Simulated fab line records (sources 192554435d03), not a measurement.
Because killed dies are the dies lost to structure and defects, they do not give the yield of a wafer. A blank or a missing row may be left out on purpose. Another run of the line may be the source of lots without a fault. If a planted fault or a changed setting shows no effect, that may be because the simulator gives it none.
Struck lot and sound lot, side by side || flow n5 finfet || 15 steps out of a route of 1938
Sound: the wafers L382.1, L382.4, L382.6. Struck: wafers L378.2, L378.4, L378.5. The cause is named last.
For every step that has rows: the tool of each side, followed by ch and its chambers, followed by its first start. Under that, the readings that differ: sound wafers || struck wafers || difference of the means || sigmas: that difference in standard deviations of wafers without a fault.
alike: words and numbers the same on both sides, and readings whose means are apart by under 2 such deviations; not compared: readings that were withheld, readings missing a value for some wafer, numbers with overlapping values and no deviation given by the record, and bounds like >300 which may hide the same value.
A row with sigmas, a row that says differs or no value, or rows on one side alone: a step with any of these is where the two part. Numbers that have no deviation but don't overlap get no sigmas and don't part them. A reading that every wafer of one side lacks parts them only if that side has two wafers or more.

first, 6 steps without rows for these wafers: N5_WELL_APT_EBR_04; N5_WELL_APT_SOFTBAKE_03 (time 60 s); N5_WELL_APT_EXPOSE_05 (exposes mask NWELL, defocus 0 nm, target cd 200 nm); N5_WELL_APT_PEB_06 (peb time 90 s); N5_WELL_APT_DEVELOP_07 (develop time 45 s); N5_WELL_APT_HARDBAKE_12 (time 120 s).
N5_WELL_APT_CD_MEAS_08 targets a cd of 200 nm.
  sound on cd sem-03 ch 0, day 6 01:45; struck on cd sem-03 ch 0, day 5 01:49
{"reading": "cd nm (nm)", "sound": "200.0 201.3 202.8", "struck": "197.0 197.9 197.1", "difference": -4.0, "sigmas": -2}
N5_WELL_APT_OVL_MEAS_09:
  sound on overlay-02 ch 0, day 6 01:47; struck on overlay-01 ch 0, day 5 01:50
  alike: NWELL_OVL
N5_WELL_APT_INSPECT_10: inspects for defects (macro).
  sound on defect inspect-01 at day 6 01:48; struck on defect inspect-02 at day 5 01:52
  alike: raw defect count
N5_WELL_APT_DESCUM_13: chemistry O2, time 7.9 s.
  sound on rie diel-04 ch 0,1,2, day 6 02:34; struck on rie diel-05 ch 1,3, day 5 01:53
  alike: drypump motor current A, oes product au, rf vpp V, showerhead plenum p Torr, throttle valve pct
  not compared: rf hours counter h
then, 2 steps without rows for these wafers: N5_WELL_APT_IMPLANT_14; N5_WELL_APT_IMPLANT_15.
N5_WELL_APT_STRIP_16: strips in SPM, time 900 s.
  sound on wet bench-06 ch 2,3,6, day 6 03:04; struck on wet bench-05 ch 1,3,4, day 5 02:23
  no value came back on the struck wafers for bath guard temp C (C), bath heat duty pct (%); on the sound wafers bath guard temp C (C) reads 129.6 129.8 129.9
{"reading": "model.coat_of_WELL_APT_COAT_02.thk nm (nm)", "sound": "0 0 0", "struck": "933.9 937.6 933.6", "difference": "+935.0", "sigmas": ""}
then, 2 steps without rows for these wafers: N5_WELL_APT_HMDS_18 (time 60 s); N5_PASSIVATION_PROBE_49.

## WHERE THEY PART
Last at N5_WELL_APT_STRIP_16 as far as this record goes, first at N5_WELL_APT_CD_MEAS_08.

WHY: what the simulator had put in
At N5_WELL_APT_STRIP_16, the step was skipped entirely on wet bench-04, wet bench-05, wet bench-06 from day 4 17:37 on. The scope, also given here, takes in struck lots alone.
